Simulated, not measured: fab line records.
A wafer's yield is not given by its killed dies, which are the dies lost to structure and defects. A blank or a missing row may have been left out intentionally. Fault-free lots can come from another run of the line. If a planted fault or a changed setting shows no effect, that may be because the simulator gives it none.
Matching of chambers | flow nandHarc | rieDiel-10 running NHARC_A_STAIRCASE_TRIM_12: 4 sister chambers
The step chemistry O2, time 211.2 s. 4 wafers are shown with their chamber, then 10 later ones without.

WAFERS WITH THEIR CHAMBER
wafer  | chamber | oesProductAu (a.u.)
L090.5 | 1       | 0.996
L090.6 | 2       | 1.021
L092.3 | 3       | 1.020
L092.4 | 0       | 1.016

WAFERS MISSING THEIR CHAMBER
wafer  | oesProductAu (a.u.)
L092.5 | 1.009
L094.1 | 1.011
L094.3 | 0.993
L094.6 | 1.012
L096.2 | 1.008
L096.4 | 0.994
L096.5 | 1.012
L097.1 | 1.022
L097.3 | 0.999
L097.5 | 1.019

WHICH CHAMBER EACH ONE RAN IN
wafer  | from the rows above               | in truth
L092.5 | can't be placed: 0 or 3 or 2 or 1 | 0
L094.1 | can't be placed: 0 or 3 or 2      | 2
L094.3 | 1                                 | 1
L094.6 | can't be placed: 0 or 3 or 2      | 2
L096.2 | can't be placed: 0 or 1 or 3 or 2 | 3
L096.4 | 1                                 | 1
L096.5 | can't be placed: 0 or 3 or 2      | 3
L097.1 | can't be placed: 2 or 3 or 0      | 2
L097.3 | 1                                 | 1
L097.5 | can't be placed: 3 or 2 or 0      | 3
3 of 10 placed correctly. These rows do not allow placing 7 (true chamber among the candidates in 7). Number placed wrongly: 0.
How it was worked out, from the rows above alone: a wafer's distance from a chamber is the root of the sum, over the readings, of the square of ((its reading less the chamber's mean) divided by the reading's scatter). If the next closest chamber is less than 2 further off than the closest, the wafer can't be placed; otherwise it belongs to the closest. For every chamber, the mean is computed from those of its wafers that are shown. The scatter: with one shown wafer a chamber, the root of the mean of the squares of how far each hidden wafer lies from its nearest shown one.
